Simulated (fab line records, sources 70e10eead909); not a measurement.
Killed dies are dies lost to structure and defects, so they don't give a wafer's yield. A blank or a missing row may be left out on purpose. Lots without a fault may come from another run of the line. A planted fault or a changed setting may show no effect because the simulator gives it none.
fab line records | flow nand_harc | part 1 of 2: steps 1 to 28 of 38
record lots=5 wafers=15 last_day=24
route steps=1159 shown P_M1@306 P_M2@318
lots that met no fault: from a run of the same line without faults
start_h: hours from the record's first day to the start of the lot's first wafer shown | wait_h: hours since the lot's step before | " the same as in the row above | L1.1+2: a row that stands for several wafers | - no value, or no start given | * or withheld: withheld | < > ~ a bound
route shown NAME@n: a module of which the file shows steps, and the number in the route of the first | usual: mean/standard deviation of fault-free wafers | same: alike in all rows | chamber/n: place in a boat | sites: the reading at each site | _std_site: their standard deviation | _edge_site: outer sites' mean less inner sites' | radius_mm: how far each site lies from the wafer's centre | mask NAME#n: copy n | behind: the tool/chamber that last shaped the wafer | hold: why the lot was held/for how many hours/how that ended | device: the transistor (n, p or np) that didn't switch | end of line: the same wafers' tests at the end of the route | a step without rows: its recipe alone | killed: dies lost to structure and defects at the first sort, not the wafer's yield | map: a wafer's dies, x killed, . not, _ none there
set.NAME: the setting as run; set.NAME@STEP: as run at that earlier step | model.NAME: the simulator's own value behind a step, which no gauge read
lots at some steps of the route; a table a step, a row a wafer
services: from which hour (start_h, from the record's first day; less than 0 if before it) a tool's chamber was out of use, for how many hours, and why
## steps
# step NHARC_P_M1_PRE_CLEAN_30
# recipe time_s=30 temp_c=280 gas=H2/He
# usual heater_power_w=451/55
# columns lot.wafer tool chamber start_h wait_h heater_power_w
L076.3 pvd_sputter-02 - - - 376
L076.2 " - " " 396
L076.5 " - " " 395
L077.1 pvd_sputter-03 - - - 596
L077.3 " - " " 439
L077.5 " - " " 583
L086.4 pvd_sputter-02 - - - 419
L086.5 " - " " 396
L086.6 " - " " 417
L093.4 pvd_sputter-01 - - - 403
L093.3 " - " " 444
L093.5 " - " " 395
L096.1 pvd_sputter-01 - - - 458
L096.5 " - " " 389
L096.6 " - " " 458
# step NHARC_P_M1_PVD_20
# recipe target_thk_a=50 bias_v=168.6 power_w=15000 chamber_pressure_pa=0.12 time_s=8.06 substrate_temp_c=50 material=TaN
# usual throttle_valve_pct=30.2/0.89
# columns lot.wafer tool chamber start_h wait_h throttle_valve_pct
L076.3 pvd_sputter-02 - - - 30.2
L076.2 " - " " 31.1
L076.5 " - " " 30.1
L077.3 pvd_sputter-03 - - - 30.4
L077.1 " - " " 29.5
L077.5 " - " " 31.0
L086.4 pvd_sputter-02 - - - 30.1
L086.5 " - " " 31.0
L086.6 " - " " 30.4
L093.4 pvd_sputter-01 - - - 31.5
L093.3 " - " " 30.7
L093.5 " - " " 29.3
L096.1 pvd_sputter-01 - - - 30.2
L096.5 " - " " 30.2
L096.6 " - " " 29.4
# step NHARC_P_M1_PVD_21
# recipe target_thk_a=300 chamber_pressure_pa=5 power_w=5000 substrate_temp_c=30 time_s=20.49 material=Cu
# usual throttle_valve_pct=30.3/0.9
# columns lot.wafer tool chamber start_h wait_h throttle_valve_pct
L076.2 pvd_sputter-02 - - - 30.4
L076.3 " - " " 28.0
L076.5 " - " " 30.4
L077.1 pvd_sputter-03 - - - 30.3
L077.3 " - " " 29.2
L077.5 " - " " 30.5
L086.4 pvd_sputter-02 - - - 30.3
L086.5 " - " " 28.2
L086.6 " - " " 30.3
L093.3 pvd_sputter-01 - - - 31.7
L093.4 " - " " 29.4
L093.5 " - " " 30.9
L096.1 pvd_sputter-01 - - - 30.2
L096.6 " - " " 30.8
L096.5 " - " " 30.3
# step NHARC_P_M1_ECD_22
# recipe target_thk_a=4000 bath_temp_c=25 material=Cu
# usual bath_temp_c=25.02/0.11
# columns lot.wafer tool chamber start_h wait_h bath_temp_c
L076.2 ecd_cu-01 0 136.08 - 24.97
L076.3 " 0 " " 24.93
L076.5 " 1 " " 25.02
L077.1 ecd_cu-02 1 136.52 - 25.24
L077.3 " 0 " " 24.92
L077.5 " 1 " " 25.13
L086.4 ecd_cu-02 1 203.89 - 24.98
L086.6 " 1 " " 24.93
L086.5 " 0 " " 24.79
L093.4 ecd_cu-01 0 228.30 - 24.96
L093.3 " 1 " " 24.96
L093.5 " 0 " " 24.98
L096.1 ecd_cu-01 0 258.03 - 25.04
L096.5 " 0 " " 25.02
L096.6 " 1 " " 24.96
# step NHARC_P_M1_ANNEAL_31
# recipe temp_c=225 time_s=90
# usual wafer_temp_C_max=226.4/0.44
# columns lot.wafer tool chamber start_h wait_h wafer_temp_C_max
L076.2 rtp_anneal-02 0 136.46 - 225.8
L076.3 " 0 " " 225.7
L076.5 " 0 " " 225.7
L077.1 rtp_anneal-01 0 136.84 - 227.2
L077.3 " 0 " " 227.0
L077.5 " 0 " " 226.7
L086.4 rtp_anneal-02 0 204.32 0.4 226.3
L086.5 " 0 " " 226.6
L086.6 " 0 " " 226.2
L093.3 rtp_anneal-01 0 228.71 - 226.6
L093.4 " 0 " " 226.2
L093.5 " 0 " " 226.8
L096.1 rtp_anneal-02 0 258.40 - 226.0
L096.5 " 0 " " 225.7
L096.6 " 0 " " 226.0
# step NHARC_P_M1_CMP_23
# recipe t_overpolish_s=20 target_thk_nm=157.82
# usual motor_current_A=12.5/1.4 slurry_filter_dp_kPa=13.51/0.15 time_to_endpoint_s=29.1/2.3
# columns lot.wafer tool chamber start_h wait_h motor_current_A slurry_filter_dp_kPa time_to_endpoint_s
L076.2 cmp-04 1 136.75 - 13.1 13.47 30.9
L076.3 " 3 " " 10.3 13.37 27.6
L076.5 " 2 " " 11.3 13.25 25.5
L077.1 cmp-01 1 137.18 - 15.0 13.34 26.2
L077.3 " 2 " " 12.0 13.42 27.5
L077.5 " 2 " " 11.9 13.81 27.7
L086.4 cmp-01 1 204.54 - 14.7 13.83 26.8
L086.5 " 0 " " 13.4 13.55 27.1
L086.6 " 1 " " 14.7 13.39 25.3
L093.3 cmp-03 2 228.98 - 10.9 13.52 30.8
L093.4 " 3 " " 12.2 13.15 29.5
L093.5 " 2 " " 11.4 13.54 30.3
L096.1 cmp-01 1 258.74 - 14.8 13.46 28.5
L096.6 " 1 " " 14.2 13.56 26.6
L096.5 " 2 " " 12.2 13.53 28.8
# step NHARC_P_M1_THK_MEAS_24
# recipe thk_meas_gauge=xrf
# usual thk_nm=157.7/1.3
# columns lot.wafer tool chamber start_h wait_h thk_nm
L076.2 film_metro-01 - 137.06 - 157.3
L076.3 " - " " 155.4
L076.5 " - " " 158.1
L077.1 film_metro-01 - 137.50 - 158.1
L077.3 " - " " 157.6
L077.5 " - " " 154.8
L086.4 film_metro-02 - 204.83 - 156.5
L086.5 " - " " 155.7
L086.6 " - " " 157.1
L093.3 film_metro-01 - 229.28 - 158.8
L093.4 " - " " 158.9
L093.5 " - " " 159.9
L096.1 film_metro-02 - 259.06 - 155.1
L096.5 " - " " 156.9
L096.6 " - " " 158.0
# step NHARC_P_M1_SRD_25
# columns lot.wafer tool chamber start_h wait_h
L076.3+2+5 wet_bench-08 6,2,3 137.10 0.0
L077.5+3+1 wet_bench-08 3,5,6 137.55 0.0
L086.5+6+4 wet_bench-08 6,1,2 204.88 0.0
L093.4+3+5 wet_bench-10 1,2,3 229.32 0.0
L096.6+1+5 wet_bench-08 5,7,1 259.10 0.0
# step NHARC_P_M1_INSPECT_27
# usual raw_defect_count=305/120
# columns lot.wafer tool chamber start_h wait_h raw_defect_count
L076.2 defect_inspect-02 - 137.22 0.0 303
L076.3 " - " " 371
L076.5 " - " " 313
L077.1 defect_inspect-01 - 137.66 0.0 336
L077.3 " - " " 212
L077.5 " - " " 323
L086.4 defect_inspect-01 - 204.99 0.0 219
L086.5 " - " " 255
L086.6 " - " " 223
L093.3 defect_inspect-01 - 229.46 0.0 203
L093.4 " - " " 193
L093.5 " - " " 282
L096.1 defect_inspect-02 - 259.21 0.0 379
L096.5 " - " " 196
L096.6 " - " " 260
# step NHARC_P_M1_PRE_CLEAN_32
# recipe time_s=12 temp_c=370 rf_power_w=300 gas=NH3
# usual heater_power_w=648/76
# columns lot.wafer tool chamber start_h wait_h heater_power_w
L076.3 pecvd-04 1 137.36 0.1 796
L076.2 " 2 " " 780
L076.5 " 0 " " 571
L077.1 pecvd-04 0 138.31 0.6 684
L077.3 " 1 " " 775
L077.5 " 1 " " 796
L086.5 pecvd-01 0 205.10 0.1 545
L086.6 " 1 " " 706
L086.4 " 2 " " 664
L093.3 pecvd-04 0 229.53 0.1 624
L093.5 " 0 " " 626
L093.4 " 1 " " 712
L096.1 pecvd-04 2 259.31 0.1 662
L096.6 " 1 " " 673
L096.5 " 2 " " 678
# step NHARC_P_M1_DEP_33
# recipe target_thk_a=300 temp_c=370 target_thk_nm=30 pressure_torr=3 flow_sccm=200 rf_w=450 material=SiCN
# usual heater_power_w=591/81
# columns lot.wafer tool chamber start_h wait_h heater_power_w
L076.3 pecvd-04 1 137.47 0.1 753
L076.2 " 2 " " 721
L076.5 " 0 " " 549
L077.1 pecvd-04 0 138.42 0.1 602
L077.3 " 1 " " 755
L077.5 " 1 " " 741
L086.5 pecvd-01 0 205.26 0.2 510
L086.6 " 1 " " 585
L086.4 " 2 " " 552
L093.3 pecvd-04 0 229.61 0.1 537
L093.5 " 0 " " 540
L093.4 " 1 " " 661
L096.1 pecvd-04 2 259.44 0.1 570
L096.6 " 1 " " 655
L096.5 " 2 " " 579
# step NHARC_P_M2_DEP_00
# recipe target_thk_a=1825 target_thk_nm=182.5 temp_c=withheld pressure_torr=5 flow_sccm=200 rf_w=600 material=SiOC
# columns lot.wafer tool chamber start_h wait_h
L076.3+2+5 pecvd-02 0,1,2 137.89 -
L077.1+3+5 pecvd-04 0,1,0 - -
L086.6+4+5 pecvd-04 1,2,0 205.68 -
L093.3+4+5 pecvd-02 1,0,1 230.14 -
L096.1+6+5 pecvd-01 1,0,1 259.81 -
# step NHARC_P_M2_DEHYDRATE_01
# recipe temp_c=150 time_s=120
# columns lot.wafer tool chamber start_h wait_h
L076.2+3+5 litho_track-01 0 138.30 -
L077.1+3+5 litho_track-01 0 139.37 -
L086.4+5+6 litho_track-04 0 205.95 -
L093.3+4+5 litho_track-04 0 230.45 -
L096.1+5+6 litho_track-01 0 260.17 -
# step NHARC_P_M2_HMDS_02
# recipe time_s=30
# columns lot.wafer tool chamber start_h wait_h
L076.2+3+5 litho_track-01 0 - -
L077.1+3+5 litho_track-01 0 - -
L086.4+5+6 litho_track-04 0 - -
L093.3+4+5 litho_track-04 0 - -
L096.1+5+6 litho_track-01 0 - -
# step NHARC_P_M2_COAT_34
# recipe temp_c=200 time_s=65
# columns lot.wafer tool chamber start_h wait_h
L076.2+3+5 litho_track-01 0 - -
L077.1+3+5 litho_track-01 0 - -
L086.4+5+6 litho_track-04 0 - -
L093.3+4+5 litho_track-04 0 - -
L096.1+5+6 litho_track-01 0 - -
# step NHARC_P_M2_COAT_03
# recipe spin_rpm=1500 resist_thk_nm=90
# columns lot.wafer tool chamber start_h wait_h
L076.2+3+5 litho_track-01 0 - -
L077.1+3+5 litho_track-01 0 - -
L086.4+5+6 litho_track-04 0 - -
L093.3+4+5 litho_track-04 0 - -
L096.1+5+6 litho_track-01 0 - -
# step NHARC_P_M2_SOFTBAKE_04
# recipe temp_c=105 time_s=55
# columns lot.wafer tool chamber start_h wait_h
L076.2+3+5 litho_track-01 0 - -
L077.1+3+5 litho_track-01 0 - -
L086.4+5+6 litho_track-04 0 - -
L093.3+4+5 litho_track-04 0 - -
L096.1+5+6 litho_track-01 0 - -
# step NHARC_P_M2_EBR_05
# columns lot.wafer tool chamber start_h wait_h
L076.2+3+5 litho_track-01 0 - -
L077.1+3+5 litho_track-01 0 - -
L086.4+5+6 litho_track-04 0 - -
L093.3+4+5 litho_track-04 0 - -
L096.1+5+6 litho_track-01 0 - -
# step NHARC_P_M2_EXPOSE_06
# recipe na=1.35 target_cd_nm=170 dose_mj=80.78 mask_id=P_M2
# columns lot.wafer tool chamber start_h wait_h mask
L076.2+3+5 arfi_scanner-01 0 138.59 - P_M2#0
L077.1+3+5 arfi_scanner-01 0 139.54 - P_M2#0
L086.4+5+6 arfi_scanner-03 0 206.25 - P_M2#0
L093.3+4+5 arfi_scanner-02 0 230.75 - P_M2#0
L096.1+5+6 arfi_scanner-01 0 260.33 - P_M2#0
# step NHARC_P_M2_PEB_07
# recipe peb_temp_c=100 peb_time_s=65
# columns lot.wafer tool chamber start_h wait_h
L076.2+3+5 litho_track-01 0 138.65 0.1
L077.1+3+5 litho_track-01 0 139.60 0.1
L086.4+5+6 litho_track-06 0 206.30 0.0
L093.3+4+5 litho_track-04 0 230.81 0.0
L096.1+5+6 litho_track-04 0 260.39 0.1
# step NHARC_P_M2_DEVELOP_08
# recipe develop_time_s=35 dev_temp_c=23
# usual developer_temp_C=22.98/0.094
# columns lot.wafer tool chamber start_h wait_h developer_temp_C
L076.2 litho_track-01 0 - - 22.98
L076.3 " 0 " " 22.84
L076.5 " 0 " " 22.97
L077.1 litho_track-01 0 - - 22.72
L077.3 " 0 " " 22.99
L077.5 " 0 " " 22.84
L086.4 litho_track-06 0 - - 23.00
L086.5 " 0 " " 22.91
L086.6 " 0 " " 23.06
L093.3 litho_track-04 0 - - 23.06
L093.4 " 0 " " 22.94
L093.5 " 0 " " 23.05
L096.1 litho_track-04 0 - - 23.08
L096.5 " 0 " " 22.90
L096.6 " 0 " " 23.04
# step NHARC_P_M2_CD_MEAS_09
# recipe target_cd_nm=170 landing_energy_ev=500
# usual cd_nm=170.0/0.57
# columns lot.wafer tool chamber start_h wait_h cd_nm
L076.2 cd_sem-03 0 138.73 - 170.3
L076.3 " 0 " " 170.6
L076.5 " 0 " " 170.9
L077.1 cd_sem-02 0 139.67 - 170.5
L077.3 " 0 " " 170.9
L077.5 " 0 " " 170.6
L086.4 cd_sem-01 0 206.38 - 169.3
L086.5 " 0 " " 169.8
L086.6 " 0 " " 170.4
L093.3 cd_sem-03 0 230.89 - 169.7
L093.4 " 0 " " 170.0
L093.5 " 0 " " 170.3
L096.1 cd_sem-02 0 260.47 - 169.2
L096.5 " 0 " " 169.2
L096.6 " 0 " " 169.5
# step NHARC_P_M2_OVL_MEAS_10
# recipe pitch_nm=340
# usual overlay_x_nm=0.2/0.89 overlay_y_nm=0.1/0.79
# columns lot.wafer tool chamber start_h wait_h overlay_x_nm overlay_y_nm
L076.2 overlay-02 - 138.82 - 1.1 -0.6
L076.3 " - " " 0.7 -0.5
L076.5 " - " " 0.0 -0.5
L077.1 overlay-02 - 139.76 - -0.2 0.5
L077.3 " - " " 0.2 0.6
L077.5 " - " " -0.5 0.3
L086.4 overlay-01 - 206.47 - -1.2 -0.6
L086.5 " - " " -0.9 -0.3
L086.6 " - " " -0.8 0.0
L093.3 overlay-01 - 230.97 - -0.1 -0.8
L093.4 " - " " 0.0 -0.9
L093.5 " - " " -0.6 -0.3
L096.1 overlay-01 - 260.56 - 1.8 0.0
L096.5 " - " " 2.2 -0.2
L096.6 " - " " 2.0 0.0
# step NHARC_P_M2_INSPECT_11
# usual raw_defect_count=4.2/2.1
# columns lot.wafer tool chamber start_h wait_h raw_defect_count
L076.2 defect_inspect-01 - 138.86 0.0 7
L076.3 " - " " 5
L076.5 " - " " 7
L077.1 defect_inspect-01 - 139.80 0.0 5
L077.3 " - " " 12
L077.5 " - " " 9
L086.4 defect_inspect-02 - 206.50 0.0 4
L086.5 " - " " 2
L086.6 " - " " 7
L093.3 defect_inspect-01 - 231.01 0.0 3
L093.4 " - " " 3
L093.5 " - " " 4
L096.1 defect_inspect-01 - 260.60 0.0 3
L096.5 " - " " 4
L096.6 " - " " 3
# step NHARC_P_M2_DESCUM_14
# recipe time_s=3 o2_flow_sccm=200 ar_flow_sccm=0 bias_power_w=0 chemistry=O2
# usual drypump_motor_current_A=5.8/0.38 oes_product_au=1.003/0.0075 rf_vpp_V=57.7/0.89 showerhead_plenum_p_Torr=1.90/0.078 throttle_valve_pct=11.311/0.009
# same bias_power_w=0
# columns lot.wafer tool chamber start_h wait_h drypump_motor_current_A oes_product_au rf_hours_counter_h rf_vpp_V showerhead_plenum_p_Torr throttle_valve_pct
L076.3 rie_diel-03 0 138.93 0.1 5.4 0.997 4 58.9 1.95 11.316
L076.2 " 2 " " 6.1 1.006 4 57.5 1.97 11.310
L076.5 " 3 " " 6.3 1.004 - 57.1 1.86 11.306
L077.1 rie_diel-03 2 139.86 0.1 6.1 1.007 4 58.0 1.97 11.298
L077.3 " 1 " " 5.7 1.001 3 56.8 1.79 11.334
L077.5 " 2 " " 6.1 1.013 - 58.3 1.97 11.323
L086.4 rie_diel-03 3 206.57 0.1 6.3 1.010 7 57.6 1.86 11.308
L086.5 " 2 " " 6.1 0.999 - 58.4 1.97 11.327
L086.6 " 3 " " 6.3 0.997 - 57.0 1.86 11.329
L093.4 rie_diel-03 0 231.07 0.1 5.3 0.997 0 57.8 1.94 11.308
L093.3 " 2 " " 6.1 1.001 0 57.4 1.97 11.307
L093.5 " 1 " " 5.7 1.004 - 57.6 1.79 11.307
L096.1 rie_diel-03 0 260.66 0.1 5.3 0.996 1 58.1 1.94 11.318
L096.5 " 3 " " 6.3 1.007 - 57.0 1.86 11.308
L096.6 " 0 " " 5.3 1.004 - 59.0 1.94 11.298
# step NHARC_P_M2_ETCH_35
# recipe target_depth_a=400 overetch_a=120 time_s=43.94 ion_energy_ev=200 n2_flow_sccm=150 h2_flow_sccm=150 ar_flow_sccm=0 rf_w=400 bias_w=150 chemistry=N2/H2
# usual drypump_motor_current_A=5.8/0.37 oes_product_au=1.005/0.0065 rf_vpp_V=429.9/2.5 showerhead_plenum_p_Torr=2.02/0.087 throttle_valve_pct=14.171/0.0099
# columns lot.wafer tool chamber start_h wait_h drypump_motor_current_A oes_product_au rf_hours_counter_h rf_vpp_V showerhead_plenum_p_Torr throttle_valve_pct
L076.3 rie_diel-03 3 139.00 0.1 6.2 1.008 4 429.3 1.98 14.159
L076.2 " 0 " " 5.4 0.995 4 431.6 2.08 14.172
L076.5 " 0 " " 5.4 1.003 - 433.4 2.07 14.187
L077.3 rie_diel-03 3 139.95 0.1 6.3 0.998 4 430.2 1.98 14.179
L077.1 " 1 " " 5.7 1.002 3 426.7 1.90 14.174
L077.5 " 0 " " 5.3 0.999 - 430.6 2.07 14.179
L086.4 rie_diel-03 2 206.67 0.1 6.1 0.989 7 432.1 2.10 14.179
L086.6 " 0 " " 5.4 0.993 - 431.4 2.07 14.165
L086.5 " 1 " " 5.7 1.000 - 426.0 1.90 14.190
L093.3 rie_diel-03 3 231.15 0.1 6.2 1.009 0 428.7 1.98 14.165
L093.4 " 1 " " 5.8 1.012 0 426.2 1.90 14.163
L093.5 " 3 " " 6.2 1.002 - 428.5 1.98 14.179
L096.1 rie_diel-03 1 260.75 0.1 5.7 1.008 1 426.7 1.90 14.153
L096.6 " 3 " " 6.3 1.005 - 427.5 1.98 14.170
L096.5 " 0 " " 5.3 1.017 - 431.2 2.07 14.185
# step NHARC_P_M2_ETCH_15
# recipe target_depth_a=1825 time_s=91.2 c4f8_flow_sccm=withheld ar_flow_sccm=400 rf_w=600 bias_w=300 chemistry=C4F8/Ar
# usual oes_product_au=0.956/0.022 rf_vpp_V=440.2/2.7
# columns lot.wafer tool chamber start_h wait_h oes_product_au rf_hours_counter_h rf_vpp_V
L076.2 rie_diel-03 3 - - 0.961 4 439.3
L076.3 " 2 " " 0.992 4 442.8
L076.5 " 0 " " 0.966 - 440.6
L077.3 rie_diel-03 1 - - 0.974 3 438.2
L077.1 " 0 " " 0.982 4 442.6
L077.5 " 2 " " 0.970 - 442.8
L086.4 rie_diel-03 0 - - 0.927 7 443.0
L086.5 " 3 " " 0.919 - 439.1
L086.6 " 0 " " 0.930 - 441.8
L093.4 rie_diel-03 1 - - 0.965 0 438.1
L093.3 " 2 " " 0.979 0 442.7
L093.5 " 0 " " 0.965 - 441.5
L096.1 rie_diel-03 0 - - 0.969 1 441.5
L096.6 " 2 " " 0.984 - 443.2
L096.5 " 3 " " 0.966 - 440.4
# step NHARC_P_M2_CD_MEAS_16
# usual cd_nm=170.0/0.65
# columns lot.wafer tool chamber start_h wait_h cd_nm
L076.2 cd_sem-02 - 139.22 - 170.0
L076.3 " - " " 170.6
L076.5 " - " " 171.0
L077.1 cd_sem-03 - 140.16 - 170.8
L077.3 " - " " 171.0
L077.5 " - " " 170.6
L086.4 cd_sem-01 - 206.88 - 169.4
L086.5 " - " " 169.6
L086.6 " - " " 170.4
L093.3 cd_sem-01 - 231.38 - 170.1
L093.4 " - " " 170.1
L093.5 " - " " 170.4
L096.1 cd_sem-02 - 260.96 - 168.7
L096.5 " - " " 169.4
L096.6 " - " " 169.7
